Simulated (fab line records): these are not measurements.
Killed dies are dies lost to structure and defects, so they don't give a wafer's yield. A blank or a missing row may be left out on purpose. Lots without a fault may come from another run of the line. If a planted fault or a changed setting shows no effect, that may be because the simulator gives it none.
fab line records -- flow n5-finfet
[record] lots = 5, wafers = 15, last-day = 17
route steps=1938 shown MOL_CONTACT_COAG@612 BEOL_M4@1111 PASSIVATION@1936
lots that met no fault: taken from a fault-free run of the same line
start-h: hours from the record's first day to the start of the lot's first wafer shown -- wait-h: hours from the lot's prior step to this one -- " identical to the entry in the row above -- L1.1+2: several wafers, shown together as one row -- - no value, or no start given -- * or withheld: withheld -- < > ~ a bound
route shown NAME@n: NAME is a module with steps in the file, n the number in the route of the first one -- usual: mean and standard deviation over wafers with no fault -- same: alike in all rows -- chamber/n: place in a boat -- sites: the reading at each site -- _std_site: their standard deviation -- _edge_site: inner sites' mean taken away from outer sites' mean -- radius-mm: for every site, how far away it sits from the centre of the wafer -- mask NAME#n: copy n -- behind: the most recent tool/chamber to have shaped the wafer -- hold: why the lot went on hold/how many hours it stayed there/how the hold came to an end -- device: the transistor (n, p or np) that didn't switch -- end of line: at the end of the route, the tests of the same wafers -- where a step has no rows: the recipe by itself -- killed: dies lost to structure and defects at the first sort, not the wafer's yield -- map: dies across one wafer; x = killed, . = not, _ = none there
set.NAME: the run value of the setting; set.NAME@STEP: its run value at that earlier step -- model.NAME: the simulator's own value behind a step, which no gauge read
lots at some steps of the route; a table a step, a row a wafer
services: from which hour (start-h, from the record's first day; less than 0 if before it) a tool's chamber was out of use, for how many hours, and why
[[steps]]
[step N5_MOL_CONTACT_COAG_STRIP_69]
[recipe] chemistry = N2/H2, temp-c = 40, n2-flow-sccm = 200, h2-flow-sccm = 200, rf-frequency-hz = 6e+07
[step N5_MOL_CONTACT_COAG_ETCHBACK_136]
[recipe] chemistry = CHF3, target = SiO2, target-depth-a = 250, time-s = 16.7, ion-energy-ev = 200, pressure-mtorr = 30, source-w = 610, bias-w = 170, Ar_flow_sccm = 200, CHF3_flow_sccm = 50
[usual] drypump-motor-current-A = 5.7/0.44, oes-product-au = 0.84/0.075, rf-vpp-V = 525/12, showerhead-plenum-p-Torr = 2.42/0.068, throttle-valve-pct = 18.63/0.28
lot.wafer,tool,chamber,start-h,wait-h,drypump-motor-current-A,oes-product-au,rf-hours-counter-h,rf-vpp-V,showerhead-plenum-p-Torr,throttle-valve-pct
L461.2,rie-diel-06,0,131.34,0.0,6.1,0.87,36,538,2.51,18.21
L461.3,rie-diel-06,1,131.34,0.0,6.1,0.79,88,522,2.30,18.62
L461.4,rie-diel-06,1,131.34,0.0,6.1,0.81,-,523,2.30,18.63
L465.1,rie-diel-03,1,151.43,0.0,5.6,0.95,10,510,2.51,18.45
L465.2,rie-diel-03,2,151.43,0.0,5.5,0.91,27,511,2.51,18.78
L465.3,rie-diel-03,3,151.43,0.0,5.7,0.87,45,551,2.42,18.47
L468.1,rie-diel-03,0,172.66,0.0,6.1,0.82,95,517,2.41,19.07
L468.3,rie-diel-03,3,172.66,0.0,5.7,0.86,53,551,2.42,18.50
L468.5,rie-diel-03,3,172.66,0.0,5.6,0.85,-,550,2.41,18.49
L477.1,rie-diel-03,3,228.07,0.0,5.6,0.84,70,550,2.41,18.51
L477.2,rie-diel-03,0,228.07,0.0,6.2,0.80,113,517,2.40,19.10
L477.5,rie-diel-03,0,228.07,0.0,6.2,0.79,-,515,2.40,19.11
L479.2,rie-diel-03,1,239.96,0.0,5.7,0.89,35,509,2.50,18.49
L479.5,rie-diel-03,3,239.96,0.0,5.6,0.82,-,551,2.41,18.53
L479.6,rie-diel-03,0,239.96,0.0,6.1,0.79,-,516,2.40,19.11
[step N5_MOL_CONTACT_COAG_STRIP_120]
[recipe] chemistry = CHF3, resist = SiARC, rf-frequency-hz = 6e+07
[step N5_MOL_CONTACT_COAG_VIA_ETCH_117]
[recipe] chemistry = C4F6/O2, target-depth-a = 400, overetch-a = 80, mask-material = SOC, target = SiO2, bias-w = 455, pressure-mtorr = 10, time-s = 26, source-w = 325, Ar_flow_sccm = 300, C4F6_flow_sccm = 10, O2_flow_sccm = 10, ion-energy-ev = 575.3, ends = end-point
[usual] drypump-motor-current-A = 5.7/0.45, oes-product-au = 0.74/0.06, rf-vpp-V = 1590/35, showerhead-plenum-p-Torr = 2.88/0.079, throttle-valve-pct = 41.1/0.56
lot.wafer,tool,chamber,start-h,wait-h,drypump-motor-current-A,oes-product-au,rf-hours-counter-h,rf-vpp-V,showerhead-plenum-p-Torr,throttle-valve-pct
L461.2,rie-diel-06,0,131.37,0.0,6.1,0.78,36,1625,2.99,40.8
L461.3,rie-diel-06,1,131.37,0.0,6.1,0.72,88,1582,2.75,40.6
L461.4,rie-diel-06,1,131.37,0.0,6.1,0.72,-,1579,2.75,40.6
L465.1,rie-diel-03,1,151.46,0.0,5.7,0.82,10,1547,2.99,39.9
L465.2,rie-diel-03,2,151.46,0.0,5.5,0.80,27,1550,3.00,41.1
L465.3,rie-diel-03,3,151.46,0.0,5.6,0.76,45,1661,2.89,41.4
L468.1,rie-diel-03,0,172.70,0.0,6.1,0.74,95,1570,2.88,41.6
L468.3,rie-diel-03,3,172.70,0.0,5.7,0.75,53,1660,2.88,41.4
L468.5,rie-diel-03,3,172.70,0.0,5.7,0.75,-,1661,2.88,41.4
L477.1,rie-diel-03,3,228.10,0.0,5.7,0.73,70,1660,2.87,41.5
L477.2,rie-diel-03,0,228.10,0.0,6.2,0.73,113,1567,2.87,41.6
L477.5,rie-diel-03,0,228.10,0.0,6.1,0.73,-,1567,2.87,41.6
L479.2,rie-diel-03,1,239.99,0.0,5.7,0.78,35,1544,2.98,40.0
L479.5,rie-diel-03,3,239.99,0.0,5.6,0.72,-,1661,2.87,41.4
L479.6,rie-diel-03,0,239.99,0.0,6.1,0.72,-,1567,2.87,41.6
[step N5_MOL_CONTACT_COAG_ETCH_124]
[recipe] chemistry = CH3F/O2, target = SiNx, target-depth-a = 65, mask-material = SOC, stop-on = SiOC, over-etch-frac = 0.3, ion-energy-ev = 120, pressure-mtorr = 30, source-w = 395, bias-w = 73, Ar_flow_sccm = 150, CH3F_flow_sccm = 30, O2_flow_sccm = 20, ends = end-point
[usual] drypump-motor-current-A = 5.7/0.44, oes-product-au = 0.71/0.06, rf-vpp-V = 298/6.9, showerhead-plenum-p-Torr = 2.03/0.059, throttle-valve-pct = 16.22/0.27
lot.wafer,tool,chamber,start-h,wait-h,drypump-motor-current-A,oes-product-au,rf-hours-counter-h,rf-vpp-V,showerhead-plenum-p-Torr,throttle-valve-pct
L461.2,rie-diel-06,0,131.40,0.0,6.1,0.74,36,304,2.12,15.81
L461.3,rie-diel-06,1,131.40,0.0,6.1,0.69,88,298,1.94,16.24
L461.4,rie-diel-06,1,131.40,0.0,6.1,0.68,-,296,1.94,16.24
L465.1,rie-diel-03,1,151.49,0.0,5.7,0.79,10,291,2.12,16.04
L465.2,rie-diel-03,2,151.49,0.0,5.5,0.78,27,290,2.12,16.37
L465.3,rie-diel-03,3,151.49,0.0,5.7,0.73,45,312,2.03,16.08
L468.1,rie-diel-03,0,172.72,0.0,6.1,0.71,95,293,2.03,16.62
L468.3,rie-diel-03,3,172.72,0.0,5.7,0.72,53,313,2.03,16.08
L468.5,rie-diel-03,3,172.72,0.0,5.6,0.72,-,313,2.03,16.08
L477.1,rie-diel-03,3,228.13,0.0,5.6,0.70,70,311,2.03,16.11
L477.2,rie-diel-03,0,228.13,0.0,6.1,0.69,113,291,2.02,16.67
L477.5,rie-diel-03,0,228.13,0.0,6.1,0.68,-,292,2.02,16.66
L479.2,rie-diel-03,1,240.02,0.0,5.7,0.74,35,289,2.11,16.08
L479.5,rie-diel-03,3,240.02,0.0,5.7,0.70,-,311,2.03,16.15
L479.6,rie-diel-03,0,240.02,0.0,6.1,0.69,-,294,2.02,16.69
[step N5_MOL_CONTACT_COAG_ETCH_48]
[recipe] chemistry = C4F6/O2, target-depth-a = 150, overetch-a = 45, mask-material = SOC, target = SiOC, bias-w = 465, pressure-mtorr = 10, time-s = 17, source-w = 335, Ar_flow_sccm = 300, C4F6_flow_sccm = 10, O2_flow_sccm = 10, ion-energy-ev = 576
[step N5_MOL_CONTACT_COAG_STRIP_72]
[recipe] chemistry = N2/H2, power-w = 450, temp-c = 40, pressure-mtorr = 20, rf-frequency-hz = 6e+07, overash-fraction = 3, bias-power-w = 7, h2-frac = 0.5, n2-flow-sccm = 200, h2-flow-sccm = 200
[usual] drypump-motor-current-A = 5.7/0.44, oes-product-au = 0.84/0.078, rf-vpp-V = 59.4/2.1, showerhead-plenum-p-Torr = 2.58/0.087, throttle-valve-pct = 23.7/0.37
lot.wafer,tool,chamber,start-h,wait-h,drypump-motor-current-A,oes-product-au,rf-hours-counter-h,rf-vpp-V,showerhead-plenum-p-Torr,throttle-valve-pct
L461.2,rie-diel-06,0,131.49,0.0,6.1,0.88,36,59.4,2.71,23.3
L461.3,rie-diel-06,1,131.49,0.0,6.1,0.79,88,60.7,2.44,23.3
L461.4,rie-diel-06,1,131.49,0.0,6.1,0.79,-,58.8,2.44,23.3
L465.1,rie-diel-03,1,151.58,0.0,5.7,0.94,10,56.6,2.69,23.1
L465.2,rie-diel-03,2,151.58,0.0,5.5,0.89,27,57.4,2.71,24.1
L465.3,rie-diel-03,3,151.58,0.0,5.6,0.85,45,60.6,2.59,23.8
L468.1,rie-diel-03,0,172.82,0.0,6.2,0.82,95,60.2,2.56,24.2
L468.3,rie-diel-03,3,172.82,0.0,5.6,0.85,53,58.5,2.59,23.7
L468.5,rie-diel-03,3,172.82,0.0,5.7,0.86,-,59.8,2.59,23.8
L477.1,rie-diel-03,3,228.22,0.0,5.6,0.84,70,62.3,2.58,23.8
L477.2,rie-diel-03,0,228.22,0.0,6.1,0.81,114,62.7,2.55,24.2
L477.5,rie-diel-03,0,228.22,0.0,6.1,0.82,-,61.1,2.55,24.2
L479.2,rie-diel-03,1,240.11,0.0,5.6,0.89,35,59.2,2.68,23.1
L479.5,rie-diel-03,3,240.11,0.0,5.6,0.82,-,63.1,2.58,23.8
L479.6,rie-diel-03,0,240.11,0.0,6.1,0.80,-,58.1,2.55,24.2
[step N5_MOL_CONTACT_COAG_STRIP_49]
[recipe] chemistry = N2/H2, time-s = 30, power-w = 1000, temp-c = 250, pressure-mtorr = withheld, n2-flow-sccm = 1750, h2-flow-sccm = 3250
[usual] drypump-motor-current-A = 5.65/0.3, heater-power-w = 336/35
lot.wafer,tool,chamber,start-h,wait-h,drypump-motor-current-A,heater-power-w,rf-hours-counter-h
L461.2,plasma-asher-02,1,131.57,-,5.79,347,50
L461.3,plasma-asher-02,1,131.57,-,5.79,344,-
L461.4,plasma-asher-02,0,131.57,-,5.99,277,-
L465.1,plasma-asher-01,1,151.67,-,5.36,349,94
L465.2,plasma-asher-01,0,151.67,-,5.27,382,94
L465.3,plasma-asher-01,1,151.67,-,5.37,344,-
L468.1,plasma-asher-01,0,172.90,-,5.27,383,99
L468.3,plasma-asher-01,0,172.90,-,5.29,377,-
L468.5,plasma-asher-01,0,172.90,-,5.29,371,-
L477.1,plasma-asher-02,1,228.30,-,5.77,345,68
L477.2,plasma-asher-02,0,228.30,-,6.01,288,68
L477.5,plasma-asher-02,1,228.30,-,5.77,345,-
L479.2,plasma-asher-01,1,240.19,-,5.38,352,112
L479.5,plasma-asher-01,0,240.19,-,5.25,366,-
L479.6,plasma-asher-01,1,240.19,-,5.37,348,-
[step N5_MOL_CONTACT_COAG_PRECLEAN_138]
[recipe] chemistry = alkaline-clean, temp-c = 60, time-s = 60, do-ppb = 50
[step N5_MOL_CONTACT_COAG_SRD_139]
[recipe] dry = ipa-marangoni, time-s = 30, temp-c = 23, rinse-liquid = diw
[step N5_MOL_CONTACT_COAG_CD_MEAS_101]
[recipe] target-cd-nm = 16
[usual] cd-nm = 15.9/0.34
lot.wafer,tool,chamber,start-h,wait-h,cd-nm
L461.2,cd-sem-01,-,131.72,0.0,16.1
L461.3,cd-sem-01,-,131.72,0.0,15.6
L461.4,cd-sem-01,-,131.72,0.0,15.5
L465.1,cd-sem-01,-,151.82,0.0,16.0
L465.2,cd-sem-01,-,151.82,0.0,15.8
L465.3,cd-sem-01,-,151.82,0.0,16.3
L468.1,cd-sem-02,-,173.05,0.0,16.0
L468.3,cd-sem-02,-,173.05,0.0,16.1
L468.5,cd-sem-02,-,173.05,0.0,15.4
L477.1,cd-sem-03,-,228.45,0.0,15.5
L477.2,cd-sem-03,-,228.45,0.0,15.6
L477.5,cd-sem-03,-,228.45,0.0,15.6
L479.2,cd-sem-03,-,240.34,0.0,16.0
L479.5,cd-sem-03,-,240.34,0.0,15.2
L479.6,cd-sem-03,-,240.34,0.0,15.6
[step N5_MOL_CONTACT_COAG_PRE_CLEAN_121]
[recipe] gas = H2/He, time-s = *, temp-c = withheld
[step N5_MOL_CONTACT_COAG_CVD_140]
[recipe] material = W, target-thk-a = 665, mode = selective-fill, temp-c = 300, time-s = 215
[usual] heater-power-w = 494/61, run-length-s = 286.0/0.31
lot.wafer,tool,chamber,start-h,wait-h,heater-power-w,run-length-s,since-wet-clean-h
L461.2,cvd-w-01,0,131.85,0.1,583,286.1,814
L461.3,cvd-w-01,1,131.85,0.1,430,286.0,-
L461.4,cvd-w-01,0,131.85,0.1,578,286.1,-
L465.1,cvd-w-02,0,151.95,0.1,470,285.7,320
L465.2,cvd-w-02,1,151.95,0.1,468,286.0,320
L465.3,cvd-w-02,0,151.95,0.1,483,285.8,-
L468.1,cvd-w-01,0,173.19,0.1,570,286.2,855
L468.3,cvd-w-01,0,173.19,0.1,576,438.3,-
L468.5,cvd-w-01,0,173.19,0.1,567,285.9,-
L477.1,cvd-w-02,1,228.58,0.1,467,286.0,397
L477.2,cvd-w-02,0,228.58,0.1,484,285.6,397
L477.5,cvd-w-02,0,228.58,0.1,477,286.0,-
L479.2,cvd-w-01,0,240.47,0.1,574,286.0,923
L479.5,cvd-w-01,0,240.47,0.1,573,286.2,-
L479.6,cvd-w-01,1,240.47,0.1,429,286.0,-
[step N5_MOL_CONTACT_COAG_PRECLEAN_127]
[recipe] chemistry = DIW, time-s = 57.5, temp-c = 23
[step N5_BEOL_M4_RC_MEAS_101]
[usual] DIBL_N = 36.3/1.6, DIBL_P = 36.2/2, IOFF_N = 0.160/0.028, IOFF_P = 0.21/0.036, ION_N = 677/11, ION_P = 465/6.9, SS_N = 71.5/0.55, SS_P = 73.3/0.64, VT_N = 250/3, VT_P = -250/3.5
lot.wafer,tool,chamber,start-h,wait-h,DIBL_N[mV/V],DIBL_P[mV/V],IOFF_N[nA/um],IOFF_P[nA/um],ION_N[uA/um],ION_P[uA/um],SS_N[mV/dec],SS_P[mV/dec],VT_N[mV],VT_P[mV]
L461.2,prober-02,0,202.88,0.2,39.6,38.5,0.186,0.26,680,468,71.5,73.9,247,-247
L461.3,prober-02,0,202.88,0.2,40.0,39.4,0.186,0.27,678,469,72.4,74.2,247,-246
L461.4,prober-02,0,202.88,0.2,40.5,39.6,0.221,0.27,694,471,71.8,73.8,245,-244
L465.1,prober-01,0,230.68,0.0,36.1,37.4,0.149,0.25,661,461,72.0,73.7,252,-247
L465.2,prober-01,0,230.68,0.0,36.0,36.1,0.145,0.22,676,469,71.0,72.5,251,-249
L465.3,prober-01,0,230.68,0.0,39.1,41.1,0.211,0.32,675,471,72.6,74.5,245,-241
L468.1,prober-02,0,240.26,0.0,35.6,33.1,0.130,0.17,673,462,71.7,73.1,254,-255
L468.3,prober-02,0,240.26,0.0,36.5,33.7,0.143,0.18,667,455,72.3,73.3,252,-254
L468.5,prober-02,0,240.26,0.0,37.0,34.1,0.132,0.18,665,459,72.1,73.2,255,-254
L477.1,prober-02,0,300.11,0.0,33.7,34.0,0.133,0.18,688,476,71.1,72.9,251,-252
L477.2,prober-02,0,300.11,0.0,36.8,37.3,0.173,0.23,677,471,71.3,73.4,249,-247
L477.5,prober-02,0,300.11,0.0,34.8,35.1,0.150,0.20,670,464,71.4,73.5,250,-247
L479.2,prober-02,0,309.64,0.2,35.1,34.3,0.134,0.17,679,462,70.7,73.3,251,-255
L479.5,prober-02,0,309.64,0.2,35.7,35.7,0.144,0.18,665,452,71.8,73.6,251,-252
L479.6,prober-02,0,309.64,0.2,35.9,36.2,0.152,0.18,683,460,71.4,73.5,249,-254
[step N5_PASSIVATION_PROBE_49]
[usual] defect-limited-yield = 91.2/1.5, killed_at_M0_to_M3 = 36/10, killed_at_M4_up = 13/6, killed-at-contacts = 11/5.2, killed-at-front-end = 40/11, killed-at-other = 3.1/2.9, killed-dies = 104/17, killed-open = 66/12, killed-short = 34/7.7, sort_bin_5_function = 5.1/0.91, sort_bin_6_memory = 3.2/0.67, sort-n-pass = 1076/17, sort-yield-pct = 91.2/1.5
[same] gross-dies = 1180, killed-at-back-side = 0, sort_bin_4_leakage[%] = 0, sort_bin_8_speed[%] = 0
lot.wafer,tool,chamber,start-h,wait-h,defect-limited-yield[%],killed_at_M0_to_M3,killed_at_M4_up,killed-at-contacts,killed-at-front-end,killed-at-other,killed-dies,killed-open,killed-short,sort_bin_5_function[%],sort_bin_6_memory[%],sort-n-pass,sort-yield-pct[%]
L461.2,prober-02,-,306.29,0.1,90.8,20,14,8,64,2,108,63,41,5.0,4.0,1072,90.8
L461.3,prober-02,-,306.34,0.1,93.1,20,23,4,32,3,82,51,29,4.2,2.5,1098,93.1
L461.4,prober-02,-,306.39,0.2,92.5,23,8,1,52,4,88,60,26,4.6,2.7,1092,92.5
L477.1,prober-02,-,403.02,0.0,92.5,22,7,5,52,3,89,57,32,4.4,2.6,1091,92.5
L477.2,prober-02,-,403.07,0.1,91.9,19,15,2,54,5,95,62,33,5.1,2.9,1085,91.9
// killed by level:class
L461.2 FIN_SAQP:geometric-particle:short=14 STI_FIN_REVEAL:geometric-particle:open=11 FIN_SAQP:geometric-particle:open=10 GATE_CUT:geometric-particle:short=8 BEOL_M4:geometric-particle:open=7 GATE_CUT:geometric-particle:open=5 BEOL_M0_SAQP:geometric-particle:open=5 STARTING-WAFER:geometric-particle:open=5
L461.3 BEOL_M4:geometric-particle:open=10 GATE_CUT:geometric-particle:short=7 FIN_SAQP:geometric-particle:open=6 FIN_SAQP:geometric-particle:short=5 BEOL_M0_SAQP:geometric-particle:short=5 BEOL_M3:geometric-particle:open=5 BEOL_M0_SAQP:geometric-particle:open=4 BEOL_M0:geometric-particle:open=4
L461.4 FIN_SAQP:geometric-particle:open=17 STI_FIN_REVEAL:geometric-particle:open=10 FIN_SAQP:geometric-particle:short=6 BEOL_M4:geometric-particle:open=5 GATE_CUT:geometric-particle:open=5 BEOL_M0_SAQP:geometric-particle:open=5 STI_FIN_REVEAL:geometric-particle:short=4 BEOL_M2:geometric-particle:open=4
L477.1 FIN_SAQP:geometric-particle:open=17 FIN_SAQP:geometric-particle:short=10 STI_FIN_REVEAL:geometric-particle:open=7 BEOL_M3:geometric-particle:open=6 BEOL_M2:geometric-particle:open=5 MOL_CONTACT_COAG:geometric-particle:open=4 BEOL_M0_SAQP:geometric-particle:short=4 BEOL_M4:geometric-particle:open=4
L477.2 FIN_SAQP:geometric-particle:open=13 FIN_SAQP:geometric-particle:short=11 BEOL_M4:geometric-particle:open=9 GATE_CUT:geometric-particle:short=8 BEOL_M1:geometric-particle:open=5 BEOL_M2:geometric-particle:open=5 BEOL_M4:geometric-particle:short=5 STI_FIN_REVEAL:geometric-particle:open=4
[[services]]
tool,chamber,start-h,hours,kind
cvd-w-02,-,166.20,0.3,repair
cvd-w-02,0,181.52,14.9,repair
rie-diel-03,1,186.86,6.5,repair
rie-diel-03,1,202.38,5.7,repair
cvd-w-01,-,205.02,3.0,repair
rie-diel-03,-,207.12,0.4,repair
[[key]]
[first-sign] step = N5_MOL_CONTACT_COAG_CVD_140, reading = run-length-s, direction = up, sigmas = 99+, usual = *, struck = *
effect none on later readings
met-at N5_MOL_CONTACT_COAG_CVD_140
struck-wafers L468.3
onset-between 131.85 173.19
[fault] kind = process-parameter-drift, tool = cvd-w-01, chamber = -, onset-h = 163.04, steps = N5_MOL_CONTACT_COAG_CVD_140, channel = time-s, offset = *, shape = step, end-h = 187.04, scope = struck-wafers-only, acts-in = *, stated = *
